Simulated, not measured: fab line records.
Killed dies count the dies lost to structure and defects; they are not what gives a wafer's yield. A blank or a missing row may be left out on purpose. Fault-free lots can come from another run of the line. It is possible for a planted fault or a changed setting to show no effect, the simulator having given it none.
fab line records	flow n5-finfet
record: lots: 24	wafers: 72	last-day: 19
route steps=1938 shown BEOL_M7@1279 BEOL_M8@1334
lots that met no fault: from a run of the same line without faults
start-h: start of the lot's first displayed wafer, in hours after the record's first day	wait-h: time in hours since the lot's previous step	" unchanged from the row above	L1.1+2: a single row standing in for several wafers	- no value present, or no start provided	* or withheld: withheld	< > ~ a bound
route shown NAME@n: a module of which the file shows steps, and the number in the route of the first	usual: average and standard deviation across the fault-free wafers	same: alike in all rows	chamber/n: place in a boat	sites: per-site readings	_std_site: standard deviation of those values	_edge_site: the outer-site mean with the inner-site mean subtracted	radius-mm: how far each site lies from the wafer's centre	mask NAME#n: copy n	behind: tool/chamber where the wafer was last shaped	hold: why the lot went on hold/how many hours it stayed there/how the hold came to an end	device: names the non-switching transistor (n, p or np)	end of line: the tests these same wafers got at the end of their route	a step without rows: its recipe alone	killed: the dies lost at the first sort to structure and to defects; this is not the yield of the wafer	map: per-die view of a wafer (x killed, . not killed, _ where there is no die)
set.NAME: the setting as run; set.NAME@STEP: as run at that earlier step	model.NAME: the simulator's own value behind a step, which no gauge read
the route's steps for a sample of lots (tables are steps, rows are wafers)
services: the hour from which a tool's chamber was out of use, counted from the record's first day as start-h (under 0 if before that day), plus the number of hours and why
== steps ==
step: N5_BEOL_M7_DESCUM_16
recipe: chemistry: O2	time-s: 7.9	source-power-w: 50	bias-power-w: 20	pressure-mtorr: 20	rf-frequency-hz: 2.712e+07	temp-c: 40	resist: CAR-ArF	o2-flow-sccm: 225
usual: bias-power-w: 20.00/0.067	chamber-pressure-mTorr: 19.999/0.02	drypump-motor-current-A: 5.7/0.62	o2-flow-sccm: 225.1/0.7	oes-product-au: 0.80/0.069	rf-vpp-V: 243.1/1.2	showerhead-plenum-p-Torr: 2.09/0.069	throttle-valve-pct: 20.42/0.19
lot.wafer	tool	chamber	start-h	wait-h	bias-power-w	chamber-pressure-mTorr	drypump-motor-current-A	o2-flow-sccm	oes-product-au	rf-hours-counter-h	rf-vpp-V	showerhead-plenum-p-Torr	throttle-valve-pct
L074.2	rie-diel-01	0	219.28	0.0	19.97	19.981	5.5	224.7	0.82	78	243.4	2.12	20.25
L074.3	"	2	"	"	20.00	19.990	4.8	226.0	0.75	156	242.0	2.00	20.41
L074.5	"	2	"	"	20.04	19.982	4.9	225.7	0.75	-	242.3	2.00	20.42
L075.2	rie-diel-04	1	225.61	0.4	20.05	19.967	5.9	225.2	0.75	162	243.2	2.17	20.51
L075.4	"	2	"	"	20.02	19.964	6.2	226.4	0.75	147	243.4	2.02	20.64
L075.6	"	3	"	"	19.94	19.985	5.9	225.0	0.88	-	244.0	2.13	20.30
L077.2	rie-diel-06	0	230.82	0.5	19.94	20.047	6.3	224.6	0.88	40	244.0	2.13	20.20
L077.4	"	2	"	"	20.01	19.988	6.6	225.7	0.92	22	242.7	2.13	20.39
L077.6	"	0	"	"	20.03	20.012	6.3	224.7	0.88	-	243.8	2.13	20.21
L078.2	rie-diel-04	2	245.76	0.0	19.98	20.001	6.2	224.9	0.75	148	241.5	2.02	20.67
L078.3	"	1	"	"	20.13	20.001	5.9	225.4	0.75	164	244.7	2.17	20.49
L078.5	"	3	"	"	19.95	20.022	5.8	224.6	0.88	-	243.5	2.13	20.31
L076.1	rie-diel-04	1	246.02	0.1	20.08	19.999	5.9	225.0	0.75	164	244.2	2.17	20.52
L076.2	"	3	"	"	19.96	19.995	5.8	225.7	0.86	46	242.9	2.13	20.29
L076.5	"	1	"	"	19.98	20.002	5.9	225.2	0.74	-	242.8	2.17	20.50
L079.1	rie-diel-06	0	251.54	0.3	20.01	20.013	6.3	225.5	0.87	48	242.7	2.13	20.20
L079.2	"	2	"	"	20.14	19.988	6.6	223.7	0.89	30	243.2	2.13	20.41
L079.4	"	3	"	"	19.97	20.026	5.1	225.2	0.69	224	241.8	1.98	20.83
L080.3	rie-diel-04	1	254.57	0.0	20.00	19.997	5.9	223.7	0.75	167	244.1	2.17	20.51
L080.5	"	1	"	"	20.05	20.006	5.9	224.4	0.75	-	244.9	2.17	20.52
L080.6	"	2	"	"	20.08	20.018	6.2	224.8	0.74	-	242.6	2.02	20.66
L081.2	rie-diel-01	1	258.81	0.0	19.93	19.987	6.8	225.1	0.79	104	243.3	2.11	20.39
L081.3	"	3	"	"	20.03	20.015	5.4	224.6	0.87	28	242.1	2.05	20.08
L081.5	"	0	"	"	20.16	20.020	5.4	225.3	0.81	-	243.6	2.12	20.26
L082.1	rie-diel-04	3	269.71	0.1	19.92	20.022	5.8	225.2	0.86	54	244.9	2.13	20.32
L082.3	"	0	"	"	19.94	20.010	5.3	225.0	0.90	40	244.5	2.23	20.26
L082.4	"	2	"	"	19.93	20.004	6.2	225.9	0.75	156	241.6	2.02	20.67
L083.1	rie-diel-04	0	275.19	0.0	19.91	19.966	5.4	225.9	0.88	41	244.2	2.23	20.25
L083.3	"	3	"	"	20.01	20.036	5.9	225.5	0.87	54	243.3	2.13	20.33
L083.5	"	2	"	"	20.00	20.020	6.2	224.9	0.74	-	242.9	2.02	20.67
L084.2	rie-diel-06	0	282.26	0.0	20.02	20.013	6.2	225.7	0.86	58	243.5	2.13	20.23
L084.4	"	3	"	"	20.10	20.000	5.1	225.6	0.68	234	240.8	1.98	20.84
L084.6	"	3	"	"	20.06	19.996	5.1	225.4	0.70	-	242.4	1.98	20.83
L086.1	rie-diel-01	1	286.12	0.0	20.04	19.979	6.7	225.1	0.78	113	243.1	2.11	20.39
L086.3	"	0	"	"	19.82	20.015	5.4	225.5	0.80	104	244.7	2.11	20.29
L086.4	"	2	"	"	20.01	19.983	4.9	224.4	0.73	175	243.0	2.00	20.45
L085.1	rie-diel-01	2	296.15	0.0	20.06	19.997	4.9	225.2	0.73	178	242.0	2.00	20.45
L085.4	"	3	"	"	20.04	19.994	5.4	225.2	0.86	36	243.0	2.05	20.09
L085.5	"	1	"	"	19.97	20.020	6.8	225.2	0.78	-	243.7	2.11	20.39
L087.1	rie-diel-01	1	296.45	0.0	20.12	20.031	6.8	223.7	0.78	117	242.5	2.11	20.40
L087.2	"	0	"	"	20.00	20.004	5.5	224.4	0.79	107	243.9	2.11	20.30
L087.5	"	2	"	"	19.99	19.991	4.9	225.0	0.73	-	241.7	2.00	20.47
L088.2	rie-diel-04	3	302.62	0.0	19.94	20.002	5.9	225.3	0.85	62	242.4	2.13	20.33
L088.3	"	0	"	"	20.04	19.991	5.3	225.3	0.87	50	245.0	2.23	20.28
L088.5	"	0	"	"	20.04	19.971	5.3	224.5	0.88	-	243.7	2.23	20.28
L089.2	rie-diel-06	1	307.28	0.0	20.01	20.014	4.9	224.7	0.72	235	242.2	2.07	20.56
L089.3	"	0	"	"	20.03	19.991	6.2	226.3	0.85	65	244.5	2.12	20.23
L089.4	"	3	"	"	20.04	19.995	5.1	225.4	0.69	241	241.9	1.97	20.85
L090.1	rie-diel-06	0	317.13	0.0	20.07	20.004	6.3	225.0	0.84	68	242.7	2.12	20.24
L090.3	"	3	"	"	20.10	19.990	5.1	224.8	0.69	245	241.9	1.97	20.87
L090.6	"	2	"	"	19.97	19.991	6.6	223.6	0.87	-	244.7	2.12	20.44
L091.2	rie-diel-06	0	324.28	0.0	19.95	19.999	6.3	226.0	0.84	71	243.6	2.12	20.24
L091.5	"	0	"	"	19.94	19.996	6.3	225.2	0.85	-	244.4	2.12	20.24
L091.6	"	1	"	"	20.08	19.995	4.9	225.0	0.71	-	242.1	2.07	20.58
L092.1	rie-diel-06	0	329.16	0.0	20.00	19.986	6.2	225.8	0.83	72	243.1	2.12	20.25
L092.5	"	2	"	"	19.97	20.016	6.6	225.1	0.86	-	244.4	2.12	20.43
L092.6	"	1	"	"	19.95	19.965	5.0	223.6	0.71	-	242.8	2.07	20.59
L093.2	rie-diel-04	1	332.65	0.2	19.99	19.965	5.9	225.2	0.74	190	244.0	2.16	20.53
L093.4	"	2	"	"	19.94	19.986	6.2	224.6	0.74	174	241.7	2.01	20.72
L093.6	"	3	"	"	20.06	19.996	5.9	224.3	0.83	-	242.6	2.13	20.35
L094.2	rie-diel-06	2	335.52	0.0	20.01	20.015	6.6	224.6	0.86	55	242.9	2.12	20.42
L094.5	"	0	"	"	19.95	19.968	6.3	224.7	0.83	-	244.2	2.12	20.26
L094.6	"	2	"	"	20.07	19.993	6.6	226.2	0.87	-	245.7	2.12	20.46
L095.2	rie-diel-01	1	341.96	0.1	19.95	19.982	6.8	223.3	0.77	132	243.4	2.10	20.44
L095.5	"	2	"	"	20.09	20.009	4.9	225.1	0.72	-	241.1	1.99	20.48
L095.6	"	1	"	"	20.00	20.015	6.8	224.4	0.76	-	243.4	2.10	20.44
L096.1	rie-diel-01	2	351.34	0.0	19.91	20.003	4.9	226.3	0.71	196	243.3	1.99	20.46
L096.3	"	3	"	"	20.21	20.009	5.4	225.1	0.83	53	242.2	2.04	20.11
L096.4	"	1	"	"	19.96	20.015	6.8	224.4	0.76	134	243.5	2.10	20.43
L097.2	rie-diel-01	3	369.24	0.0	19.92	20.003	5.4	224.4	0.82	58	241.7	2.04	20.11
L097.3	"	2	"	"	20.00	19.978	4.9	225.9	0.71	202	241.1	1.99	20.49
L097.5	"	0	"	"	19.98	19.984	5.4	225.4	0.78	-	244.2	2.10	20.34
step: N5_BEOL_M7_CD_MEAS_28
recipe: target-cd-nm: 40	landing-energy-ev: 500	detector: se-inlens
usual: cd-nm: 40.06/0.24
lot.wafer	tool	chamber	start-h	wait-h	cd-nm
L074.2	cd-sem-01	0	220.74	-	40.26
L074.3	"	0	"	"	40.33
L074.5	"	0	"	"	40.01
L075.2	cd-sem-01	0	228.90	-	39.88
L075.4	"	0	"	"	39.99
L075.6	"	0	"	"	40.07
L077.2	cd-sem-01	0	235.17	-	40.20
L077.4	"	0	"	"	39.83
L077.6	"	0	"	"	39.92
L078.2	cd-sem-03	0	249.29	-	40.37
L078.3	"	0	"	"	40.01
L078.5	"	0	"	"	40.06
L076.1	cd-sem-01	0	249.33	-	39.81
L076.2	"	0	"	"	40.24
L076.5	"	0	"	"	40.12
L079.1	cd-sem-02	0	252.34	-	39.83
L079.2	"	0	"	"	39.96
L079.4	"	0	"	"	39.93
L080.3	cd-sem-01	0	255.61	-	40.08
L080.5	"	0	"	"	39.82
L080.6	"	0	"	"	39.80
L081.2	cd-sem-03	0	261.63	-	40.01
L081.3	"	0	"	"	40.14
L081.5	"	0	"	"	39.94
L082.1	cd-sem-03	0	273.72	-	40.24
L082.3	"	0	"	"	40.22
L082.4	"	0	"	"	40.43
L083.1	cd-sem-02	0	275.95	-	39.86
L083.3	"	0	"	"	39.57
L083.5	"	0	"	"	39.86
L084.2	cd-sem-01	0	285.18	-	40.37
L084.4	"	0	"	"	40.08
L084.6	"	0	"	"	40.20
L086.1	cd-sem-02	0	288.33	-	39.66
L086.3	"	0	"	"	39.60
L086.4	"	0	"	"	39.77
L085.1	cd-sem-03	0	297.08	-	40.45
L085.4	"	0	"	"	39.99
L085.5	"	0	"	"	40.01
L087.1	cd-sem-01	0	297.30	-	39.63
L087.2	"	0	"	"	40.09
L087.5	"	0	"	"	40.15
L088.2	cd-sem-03	0	305.73	-	40.33
L088.3	"	0	"	"	40.44
L088.5	"	0	"	"	40.09
L089.2	cd-sem-02	0	309.76	-	39.74
L089.3	"	0	"	"	40.16
L089.4	"	0	"	"	39.80
L090.1	cd-sem-03	0	318.34	-	40.21
L090.3	"	0	"	"	40.10
L090.6	"	0	"	"	39.53
L091.2	cd-sem-02	0	327.81	-	40.41
L091.5	"	0	"	"	40.57
L091.6	"	0	"	"	40.32
L092.1	cd-sem-01	0	330.89	-	40.03
L092.5	"	0	"	"	40.09
L092.6	"	0	"	"	40.12
L093.2	cd-sem-03	0	334.30	-	40.13
L093.4	"	0	"	"	40.19
L093.6	"	0	"	"	40.46
L094.2	cd-sem-01	0	337.51	-	40.23
L094.5	"	0	"	"	40.55
L094.6	"	0	"	"	39.96
L095.2	cd-sem-03	0	345.45	-	39.70
L095.5	"	0	"	"	40.09
L095.6	"	0	"	"	39.86
L096.1	cd-sem-02	0	352.30	-	39.93
L096.3	"	0	"	"	39.74
L096.4	"	0	"	"	40.37
L097.2	cd-sem-02	0	370.75	-	40.01
L097.3	"	0	"	"	39.63
L097.5	"	0	"	"	39.93
step: N5_BEOL_M7_ETCH_72
recipe: chemistry: N2/H2	target: underlayer	target-depth-a: 65	mask-material: CAR-EUV	time-s: 5.2	ion-energy-ev: 200	pressure-mtorr: 30	source-w: 840	bias-w: 150	n2-flow-sccm: 200	h2-flow-sccm: 200	ends: cleared
usual: chamber-pressure-mTorr: 30.00/0.04	drypump-motor-current-A: 5.8/0.62	etch-rf-on-time-s: 5.18/0.087	oes-product-au: 0.68/0.063	rf-vpp-V: 524.0/2.7	showerhead-plenum-p-Torr: 2.55/0.085	throttle-valve-pct: 17.88/0.2
lot.wafer	tool	chamber	start-h	wait-h	chamber-pressure-mTorr	drypump-motor-current-A	etch-rf-on-time-s	oes-product-au	rf-hours-counter-h	rf-vpp-V	showerhead-plenum-p-Torr	throttle-valve-pct
L074.2	rie-diel-01	1	220.95	0.0	30.04	6.8	5.25	0.69	89	523.2	2.57	17.79
L074.3	"	3	"	"	30.07	5.4	5.14	0.77	15	522.4	2.49	17.47
L074.5	"	1	"	"	30.01	6.8	5.23	0.68	-	524.1	2.57	17.78
L075.2	rie-diel-06	2	229.42	0.0	30.03	6.6	5.01	0.79	22	524.7	2.59	17.91
L075.4	"	3	"	"	29.99	5.1	5.24	0.61	216	518.9	2.41	18.29
L075.6	"	0	"	"	30.00	6.3	5.13	0.74	-	525.0	2.59	17.71
L077.2	rie-diel-06	1	236.02	0.0	30.01	5.0	5.29	0.61	218	523.4	2.51	17.92
L077.4	"	0	"	"	30.01	6.3	5.18	0.74	42	524.2	2.59	17.72
L077.6	"	2	"	"	29.94	6.6	5.05	0.79	-	526.2	2.59	17.91
L078.2	rie-diel-04	2	250.23	0.0	29.97	6.2	5.20	0.64	150	522.9	2.44	18.11
L078.3	"	3	"	"	30.00	5.9	5.18	0.74	48	525.2	2.58	17.69
L078.5	"	3	"	"	29.99	5.9	5.24	0.75	-	526.7	2.58	17.67
L076.1	rie-diel-01	3	250.31	0.0	29.97	5.4	5.01	0.76	25	522.1	2.48	17.46
L076.2	"	1	"	"	30.00	6.8	5.19	0.68	101	523.4	2.56	17.81
L076.5	"	0	"	"	30.02	5.5	5.14	0.70	-	524.6	2.57	17.75
L079.1	rie-diel-04	3	252.50	0.0	30.04	5.9	5.23	0.73	49	525.4	2.58	17.64
L079.2	"	0	"	"	29.95	5.3	5.24	0.77	35	530.3	2.70	17.61
L079.4	"	2	"	"	29.98	6.2	5.27	0.65	151	519.4	2.44	18.11
L080.3	rie-diel-01	0	255.76	0.0	30.09	5.4	5.23	0.69	93	524.0	2.57	17.76
L080.5	"	0	"	"	29.95	5.5	5.20	0.68	-	524.2	2.57	17.77
L080.6	"	1	"	"	29.94	6.8	5.23	0.67	-	525.8	2.56	17.83
L081.2	rie-diel-06	3	261.79	0.0	29.99	5.1	5.34	0.60	227	518.6	2.41	18.28
L081.3	"	0	"	"	30.00	6.2	5.11	0.74	51	525.3	2.59	17.70
L081.5	"	3	"	"	29.96	5.1	5.33	0.59	-	521.3	2.41	18.29
L082.1	rie-diel-06	0	273.88	0.0	30.00	6.3	5.14	0.73	54	525.0	2.59	17.72
L082.3	"	2	"	"	30.07	6.6	5.08	0.76	35	526.8	2.59	17.91
L082.4	"	3	"	"	29.99	5.1	5.40	0.57	231	519.4	2.41	18.28
L083.1	rie-diel-04	3	276.12	0.0	30.03	5.9	5.15	0.73	55	525.6	2.58	17.68
L083.3	"	0	"	"	30.04	5.4	5.20	0.76	42	528.3	2.70	17.64
L083.5	"	1	"	"	30.00	5.9	5.08	0.64	-	525.0	2.64	17.99
L084.2	rie-diel-06	2	285.34	0.0	30.07	6.6	4.97	0.76	39	524.4	2.59	17.91
L084.4	"	3	"	"	29.98	5.1	5.28	0.59	234	521.4	2.40	18.28
L084.6	"	3	"	"	29.93	5.1	5.26	0.59	-	521.0	2.41	18.28
L086.1	rie-diel-04	2	288.49	0.0	29.97	6.2	5.16	0.64	160	522.6	2.43	18.11
L086.3	"	0	"	"	29.92	5.3	5.19	0.76	44	525.6	2.70	17.67
L086.4	"	1	"	"	29.94	5.9	5.12	0.63	176	527.8	2.64	17.97
L085.1	rie-diel-01	2	297.61	0.0	30.04	4.9	5.22	0.62	179	520.9	2.43	17.95
L085.4	"	0	"	"	30.00	5.4	5.15	0.69	108	524.9	2.57	17.78
L085.5	"	1	"	"	30.00	6.8	5.17	0.67	-	525.3	2.56	17.85
L087.1	rie-diel-06	2	297.76	0.0	29.97	6.6	5.06	0.76	43	525.0	2.59	17.94
L087.2	"	3	"	"	29.99	5.1	5.32	0.58	239	519.7	2.40	18.29
L087.5	"	2	"	"	29.97	6.6	5.08	0.75	-	525.6	2.59	17.93
L088.2	rie-diel-06	2	306.15	0.0	29.99	6.6	5.11	0.74	44	525.7	2.59	17.94
L088.3	"	3	"	"	29.90	5.1	5.37	0.59	241	519.4	2.40	18.28
L088.5	"	2	"	"	29.95	6.6	5.07	0.75	-	526.8	2.58	17.95
L089.2	rie-diel-01	1	309.91	0.0	30.03	6.8	5.19	0.65	121	524.2	2.56	17.87
L089.3	"	3	"	"	30.04	5.4	5.05	0.73	40	520.1	2.48	17.49
L089.4	"	0	"	"	30.05	5.5	5.14	0.68	111	525.6	2.56	17.77
L090.1	rie-diel-06	3	318.53	0.0	29.98	5.1	5.32	0.57	245	519.7	2.40	18.29
L090.3	"	0	"	"	30.04	6.2	5.15	0.72	69	523.7	2.58	17.73
L090.6	"	1	"	"	29.99	5.0	5.31	0.60	-	523.1	2.50	17.96
L091.2	rie-diel-04	0	328.52	0.0	29.99	5.3	5.12	0.75	57	530.1	2.70	17.66
L091.5	"	0	"	"	29.95	5.3	5.17	0.75	-	528.9	2.70	17.66
L091.6	"	3	"	"	29.94	5.8	5.18	0.72	-	525.4	2.57	17.70
L092.1	rie-diel-04	3	331.05	0.0	29.98	5.9	5.18	0.71	70	525.2	2.57	17.73
L092.5	"	3	"	"	30.04	5.9	5.15	0.72	-	524.6	2.57	17.73
L092.6	"	0	"	"	30.05	5.3	5.23	0.73	-	530.2	2.70	17.65
L093.2	rie-diel-01	2	334.99	0.0	29.96	4.9	5.23	0.61	191	519.9	2.42	17.95
L093.4	"	1	"	"	30.01	6.8	5.23	0.65	129	523.3	2.55	17.87
L093.6	"	0	"	"	29.99	5.4	5.24	0.68	-	522.8	2.56	17.80
L094.2	rie-diel-06	2	337.83	0.0	30.01	6.6	5.06	0.73	55	524.1	2.58	17.97
L094.5	"	2	"	"	29.98	6.6	5.09	0.73	-	524.4	2.58	17.95
L094.6	"	0	"	"	29.92	6.3	5.20	0.70	-	525.1	2.58	17.72
L095.2	rie-diel-04	3	345.61	0.0	29.99	5.9	5.11	0.71	74	526.0	2.57	17.72
L095.5	"	3	"	"	30.00	5.9	5.16	0.72	-	525.2	2.57	17.74
L095.6	"	2	"	"	30.02	6.2	5.20	0.62	-	520.1	2.43	18.15
L096.1	rie-diel-04	2	352.46	0.0	30.09	6.2	5.22	0.62	182	521.6	2.43	18.20
L096.3	"	0	"	"	30.03	5.4	5.12	0.75	64	524.4	2.69	17.68
L096.4	"	1	"	"	30.07	5.9	5.12	0.62	198	525.1	2.63	18.02
L097.2	rie-diel-06	0	370.91	0.0	29.96	6.3	5.14	0.69	90	524.4	2.57	17.77
L097.3	"	3	"	"	29.99	5.1	5.09	0.82	6	528.7	2.72	17.90
L097.5	"	0	"	"	30.00	6.3	5.13	0.70	-	524.8	2.57	17.79
step: N5_BEOL_M8_THK_MEAS_01
recipe: reads: SiCOH_lowk_of_BEOL_M8_ILD_DEP_00
usual: M8_ILD_THK: 155.0/2
lot.wafer	tool	chamber	start-h	wait-h	M8_ILD_THK[nm]
L074.2	film-metro-02	-	224.39	0.4	158.7
L074.3	"	-	"	"	156.4
L074.5	"	-	"	"	160.8
L075.2	film-metro-01	-	234.45	0.4	152.5
L075.4	"	-	"	"	154.9
L075.6	"	-	"	"	156.3
L077.2	film-metro-02	-	240.36	0.7	153.1
L077.4	"	-	"	"	156.1
L077.6	"	-	"	"	155.9
L078.2	film-metro-02	-	254.76	0.4	153.4
L078.3	"	-	"	"	154.7
L078.5	"	-	"	"	154.6
L076.1	film-metro-01	-	255.22	0.4	152.3
L076.2	"	-	"	"	153.6
L076.5	"	-	"	"	152.3
L079.1	film-metro-02	-	258.15	0.8	154.0
L079.2	"	-	"	"	154.4
L079.4	"	-	"	"	155.8
L080.3	film-metro-01	-	260.36	0.5	155.0
L080.5	"	-	"	"	156.4
L080.6	"	-	"	"	155.1
L081.2	film-metro-01	-	266.17	0.7	154.4
L081.3	"	-	"	"	152.1
L081.5	"	-	"	"	157.0
L082.1	film-metro-02	-	278.59	0.8	151.8
L082.3	"	-	"	"	153.8
L082.4	"	-	"	"	155.4
L083.1	film-metro-01	-	281.83	0.8	152.4
L083.3	"	-	"	"	152.8
L083.5	"	-	"	"	155.3
L084.2	film-metro-02	-	290.89	0.4	151.5
L084.4	"	-	"	"	156.5
L084.6	"	-	"	"	155.2
L086.1	film-metro-02	-	292.31	0.4	156.0
L086.3	"	-	"	"	153.5
L086.4	"	-	"	"	154.1
L087.1	film-metro-01	-	303.33	0.4	156.4
L087.2	"	-	"	"	155.0
L087.5	"	-	"	"	157.2
L085.1	film-metro-01	-	303.45	0.8	156.6
L085.4	"	-	"	"	156.5
L085.5	"	-	"	"	157.8
L088.2	film-metro-01	-	310.82	0.4	154.7
L088.3	"	-	"	"	154.5
L088.5	"	-	"	"	157.4
L089.2	film-metro-01	-	313.67	0.4	152.5
L089.3	"	-	"	"	153.6
L089.4	"	-	"	"	154.2
L090.1	film-metro-01	-	322.89	0.4	154.8
L090.3	"	-	"	"	155.5
L090.6	"	-	"	"	157.3
L091.2	film-metro-02	-	333.50	0.4	151.9
L091.5	"	-	"	"	156.8
L091.6	"	-	"	"	157.5
L092.1	film-metro-01	-	336.15	0.4	153.9
L092.5	"	-	"	"	154.6
L092.6	"	-	"	"	155.5
L093.2	film-metro-02	-	339.83	0.4	155.7
L093.4	"	-	"	"	155.5
L093.6	"	-	"	"	156.5
L094.2	film-metro-01	-	342.02	0.4	153.2
L094.5	"	-	"	"	155.7
L094.6	"	-	"	"	156.7
L095.2	film-metro-02	-	349.34	0.4	151.7
L095.5	"	-	"	"	157.5
L095.6	"	-	"	"	155.6
L096.1	film-metro-02	-	358.99	0.8	154.5
L096.3	"	-	"	"	154.9
L096.4	"	-	"	"	155.9
L097.2	film-metro-02	-	375.29	0.4	154.4
L097.3	"	-	"	"	152.7
L097.5	"	-	"	"	154.9
step: N5_BEOL_M8_HM_DEP_02
recipe: material: TiN	target-thk-a: 200	temp-c: 25	chamber-pressure-pa: 0.49996
usual: throttle-valve-pct: 30.4/0.97
lot.wafer	tool	chamber	start-h	wait-h	throttle-valve-pct
L074.2	pvd-sputter-02	-	225.26	0.8	30.1
L074.3	"	-	"	"	30.2
L074.5	"	-	"	"	30.1
L075.2	pvd-sputter-01	-	235.66	1.2	30.4
L075.4	"	-	"	"	30.4
L075.6	"	-	"	"	30.2
L077.2	pvd-sputter-03	-	241.03	0.6	32.4
L077.4	"	-	"	"	29.4
L077.6	"	-	"	"	31.4
L078.2	pvd-sputter-01	-	256.56	1.8	30.6
L078.3	"	-	"	"	30.3
L078.5	"	-	"	"	30.1
L076.1	pvd-sputter-01	-	256.66	1.4	30.6
L076.2	"	-	"	"	31.0
L076.5	"	-	"	"	31.0
L079.1	pvd-sputter-03	-	259.36	1.2	29.9
L079.2	"	-	"	"	29.1
L079.4	"	-	"	"	31.8
L080.3	pvd-sputter-01	-	262.35	1.9	30.5
L080.5	"	-	"	"	30.8
L080.6	"	-	"	"	30.2
L081.2	pvd-sputter-01	-	268.67	2.4	30.6
L081.3	"	-	"	"	30.0
L081.5	"	-	"	"	30.2
L082.1	pvd-sputter-02	-	280.26	1.6	29.0
L082.3	"	-	"	"	29.5
L082.4	"	-	"	"	29.8
L083.1	pvd-sputter-02	-	285.32	3.4	29.9
L083.3	"	-	"	"	29.7
L083.5	"	-	"	"	28.8
L084.2	pvd-sputter-02	-	291.78	0.8	29.9
L084.4	"	-	"	"	29.4
L084.6	"	-	"	"	28.8
L086.1	pvd-sputter-03	-	293.04	0.7	29.4
L086.3	"	-	"	"	29.8
L086.4	"	-	"	"	31.8
L087.1	pvd-sputter-03	-	305.77	2.4	29.4
L087.2	"	-	"	"	32.7
L087.5	"	-	"	"	29.4
L085.1	pvd-sputter-03	-	305.87	2.4	29.6
L085.4	"	-	"	"	32.3
L085.5	"	-	"	"	29.3
L088.2	pvd-sputter-01	-	311.74	0.9	30.8
L088.3	"	-	"	"	30.1
L088.5	"	-	"	"	30.6
L089.2	pvd-sputter-02	-	316.09	2.4	29.9
L089.3	"	-	"	"	30.0
L089.4	"	-	"	"	29.1
L090.1	pvd-sputter-03	-	323.79	0.8	31.8
L090.3	"	-	"	"	29.4
L090.6	"	-	"	"	32.2
L091.2	pvd-sputter-01	-	334.93	1.4	30.0
L091.5	"	-	"	"	30.1
L091.6	"	-	"	"	30.7
L092.1	pvd-sputter-01	-	337.76	1.6	30.2
L092.5	"	-	"	"	30.9
L092.6	"	-	"	"	30.2
L093.2	pvd-sputter-03	-	340.77	0.9	32.4
L093.4	"	-	"	"	29.9
L093.6	"	-	"	"	32.7
L094.2	pvd-sputter-03	-	343.88	1.8	31.7
L094.5	"	-	"	"	32.4
L094.6	"	-	"	"	29.7
L095.2	pvd-sputter-01	-	350.96	1.6	30.4
L095.5	"	-	"	"	30.3
L095.6	"	-	"	"	30.6
L096.1	pvd-sputter-01	-	362.94	3.9	30.8
L096.3	"	-	"	"	30.3
L096.4	"	-	"	"	31.1
L097.2	pvd-sputter-03	-	376.19	0.8	29.6
L097.3	"	-	"	"	29.8
L097.5	"	-	"	"	32.5
step: N5_BEOL_M8_OVL_MEAS_12
recipe: points-per-wafer: 44
usual: M8_OVL: -0.3/0.65
lot.wafer	tool	chamber	start-h	wait-h	M8_OVL[nm]
L074.2	overlay-02	0	225.79	0.0	-0.6
L074.3	"	0	"	"	-0.6
L074.5	"	0	"	"	1.1
L075.2	overlay-01	0	236.07	0.0	-0.1
L075.4	"	0	"	"	-0.2
L075.6	"	0	"	"	0.2
L077.2	overlay-01	0	241.44	0.0	-0.2
L077.4	"	0	"	"	-0.5
L077.6	"	0	"	"	0.0
L078.2	overlay-01	0	256.97	0.0	0.0
L078.3	"	0	"	"	0.4
L078.5	"	0	"	"	-0.6
L076.1	overlay-01	0	257.19	0.0	-0.5
L076.2	"	0	"	"	-1.0
L076.5	"	0	"	"	0.1
L079.1	overlay-02	0	259.77	0.0	-1.1
L079.2	"	0	"	"	-0.4
L079.4	"	0	"	"	-0.9
L080.3	overlay-01	0	262.88	0.0	0.0
L080.5	"	0	"	"	-1.7
L080.6	"	0	"	"	-0.8
L081.2	overlay-02	0	269.07	0.0	0.4
L081.3	"	0	"	"	0.0
L081.5	"	0	"	"	-0.2
L082.1	overlay-02	0	280.79	0.0	-0.1
L082.3	"	0	"	"	-1.4
L082.4	"	0	"	"	0.0
L083.1	overlay-01	0	285.72	0.0	-1.9
L083.3	"	0	"	"	-1.0
L083.5	"	0	"	"	-0.7
L084.2	overlay-01	0	292.31	0.0	-0.1
L084.4	"	0	"	"	-1.0
L084.6	"	0	"	"	-0.1
L086.1	overlay-01	0	293.45	0.0	-0.2
L086.3	"	0	"	"	-1.6
L086.4	"	0	"	"	-0.7
L087.1	overlay-02	0	306.30	0.0	-0.1
L087.2	"	0	"	"	-1.2
L087.5	"	0	"	"	-1.1
L085.1	overlay-01	0	306.47	0.0	-0.1
L085.4	"	0	"	"	0.2
L085.5	"	0	"	"	-0.1
L088.2	overlay-02	0	312.27	0.0	-0.3
L088.3	"	0	"	"	-1.0
L088.5	"	0	"	"	-0.6
L089.2	overlay-02	0	316.61	0.0	0.1
L089.3	"	0	"	"	0.0
L089.4	"	0	"	"	-0.6
L090.1	overlay-01	0	324.32	0.0	0.9
L090.3	"	0	"	"	-0.2
L090.6	"	0	"	"	0.9
L091.2	overlay-01	0	335.45	0.0	0.0
L091.5	"	0	"	"	-0.1
L091.6	"	0	"	"	0.4
L092.1	overlay-02	0	338.16	0.0	-2.2
L092.5	"	0	"	"	-2.1
L092.6	"	0	"	"	-0.4
L093.2	overlay-01	0	341.30	0.0	-1.5
L093.4	"	0	"	"	-1.0
L093.6	"	0	"	"	-0.5
L094.2	overlay-01	0	344.28	0.0	0.3
L094.5	"	0	"	"	0.4
L094.6	"	0	"	"	0.5
L095.2	overlay-02	0	351.49	0.0	0.2
L095.5	"	0	"	"	-0.3
L095.6	"	0	"	"	-0.5
L096.1	overlay-01	0	363.47	0.0	0.0
L096.3	"	0	"	"	-0.3
L096.4	"	0	"	"	0.2
L097.2	overlay-01	0	376.72	0.0	-0.1
L097.3	"	0	"	"	-0.3
L097.5	"	0	"	"	-1.2
== services ==
tool	chamber	start-h	hours	kind
rie-diel-01	0	196.72	1.8	repair
rie-diel-01	1	196.83	5.2	repair
rie-diel-06	-	213.84	2.8	pm
rie-diel-04	-	228.29	14.6	pm
rie-diel-01	2	247.70	9.1	repair
rie-diel-04	2	255.92	2.1	repair
rie-diel-01	3	261.33	9.2	repair
pvd-sputter-01	-	283.92	0.7	repair
rie-diel-01	-	326.60	0.4	repair
rie-diel-06	3	333.41	3.6	repair
rie-diel-06	3	337.04	-	clean
rie-diel-06	3	337.04	-	consumable-replace:focus-ring
rie-diel-06	3	337.04	-	consumable-replace:showerhead
rie-diel-06	3	337.04	15.9	scheduled-down
rie-diel-06	3	337.04	15.9	vent-cycle
rie-diel-01	-	344.99	2.8	pm
rie-diel-06	1	353.26	-	clean
rie-diel-06	1	353.26	-	consumable-replace:focus-ring
rie-diel-06	1	353.26	20.5	scheduled-down
rie-diel-06	1	353.26	20.5	vent-cycle
pvd-sputter-02	-	359.51	2.0	repair
rie-diel-01	1	375.05	1.9	repair
== key ==
fault none
